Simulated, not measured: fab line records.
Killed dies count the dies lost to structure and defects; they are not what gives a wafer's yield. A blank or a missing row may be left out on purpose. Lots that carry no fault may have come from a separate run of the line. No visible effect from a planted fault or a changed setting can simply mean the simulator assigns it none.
Problem report, 8D (eight disciplines) form, completed by code    flow n5 finfet    the parts of the form that need people (team, actions taken, sign-off) are left out
Where a reading is given only as a bound, like >300, the bound stands for it, and a mean or a difference that rests on one is marked > or <: the true number lies beyond.

1. WHAT WENT WRONG
Wafers without a fault read 74, standard deviation 29; raw defect count at N5_BEOL_M12_INSPECT_55 reads a mean of 1386 on 2 wafers belonging to 2 lots. Relative to the usual mean, that is a shift of +45 standard deviations.
The step: inspects for defects (darkfield).
The first sign was on wafer L447.6 at day 14 02:32, on defect inspect-02. Wafers with a number at this step in the record: 12, from 4 lots. By rule, "out" or "out of limits" means more than 4 standard deviations away from the usual mean. The rest of the wafers with a number are treated as sound.

2. WHAT IT IS AND WHAT IT IS NOT
question                     is                 is not
which readings at this step  raw defect count   -
which lots                   L447, L450         L432, L453
which wafers of those lots   L447.6, L450.2     L447.3, L447.5, L450.1, L450.4
read on which gauges         defect inspect-02  defect inspect-01
when                         from day 14 02:32  up to then (5 sound wafers); but 5 sound wafers of L450, L453 came after

3. THE SUSPECTS, EACH WITH WHAT RULES IT OUT
Counting: a tool at a process step up to the reading stays a suspect if it ran every lot that is out. Sound lots after the first of them don't rule it out here, since some wafers of a struck lot are sound.
- the gauge at N5_BEOL_M12_INSPECT_55 has been ruled out. All the wafers that are out were read on defect inspect-02, but those of them that N5_BEOL_M13_INSPECT_12 has rows for are out there too, on other tools.
- cmp-03 at N5_BEOL_M12_CMP_49 (polishes, stops on SiOC, t overpolish 20.6 s, target thk 320 nm): kept. It processed each lot that is out (first: L447, day 14 02:10); up to then, its last sound lot is L432 (day 10 08:14).
- In cmp-03 at N5_BEOL_M12_CMP_49, the wafers that are out were processed in chamber 2 and their sound lot-mates in chambers 0, 3.
Left after counting: cmp-03 at N5_BEOL_M12_CMP_49.

4. THE CAUSE (what the simulator had put in)
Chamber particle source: cmp-03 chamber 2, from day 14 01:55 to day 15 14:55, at N5_BEOL_M12_CMP_49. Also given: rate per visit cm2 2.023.
After counting, this tool was the only one left.

5. SEQUENCE OF EFFECTS, ordered by route
Each row: a reading whose mean over the struck wafers that have a number lies more than 3 standard deviations from the usual. Readings are gone through only where the record gives a usual standard deviation; hours: the median, over the lots, of the time from a lot's start at the first step in this table giving one to that lot's start at this step; sigmas: the change measured in usual standard deviations.
hours  step                     reading               usual   on struck wafers  change  sigmas
0      N5_BEOL_M12_INSPECT_55   raw defect count      74      1386              +1312   +45
1      N5_BEOL_M13_INSPECT_12   raw defect count      2.1     >300              >+298   +99 or more
38     N5_PASSIVATION_PROBE_49  defect limited yield  91.3 %  30.1              -61.1   -41
38     N5_PASSIVATION_PROBE_49  killed_at_M4_up       13      770               +757    +99 or more
38     N5_PASSIVATION_PROBE_49  killed dies           102     824               +722    +40
38     N5_PASSIVATION_PROBE_49  killed on rim         13      100               +87     +22
38     N5_PASSIVATION_PROBE_49  sort_bin_5_function   5.1 %   47.5              +42.4   +42
38     N5_PASSIVATION_PROBE_49  sort_bin_6_memory     3.3 %   17.6              +14.3   +21
38     N5_PASSIVATION_PROBE_49  sort n pass           1078    356               -722    -40
38     N5_PASSIVATION_PROBE_49  sort yield pct        91.3 %  30.1              -61.1   -41
Its process steps:
- N5_PASSIVATION_PROBE_49

6. WHAT WOULD HAVE CAUGHT IT SOONER
In this record the first reading out of limits at a measuring or inspecting step was taken at day 14 02:32, 1 hour after the fault began at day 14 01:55.
An alarm limit of 4 standard deviations would not have fired on the tool readings at N5_BEOL_M12_CMP_49 for which the record gives a usual standard deviation, since none of them was out on any struck wafer.
L450, from the lots that are out (2), started N5_BEOL_M12_CMP_49 on cmp-03 later than day 14 02:32. It would have been spared by a hold on the tool at that moment.
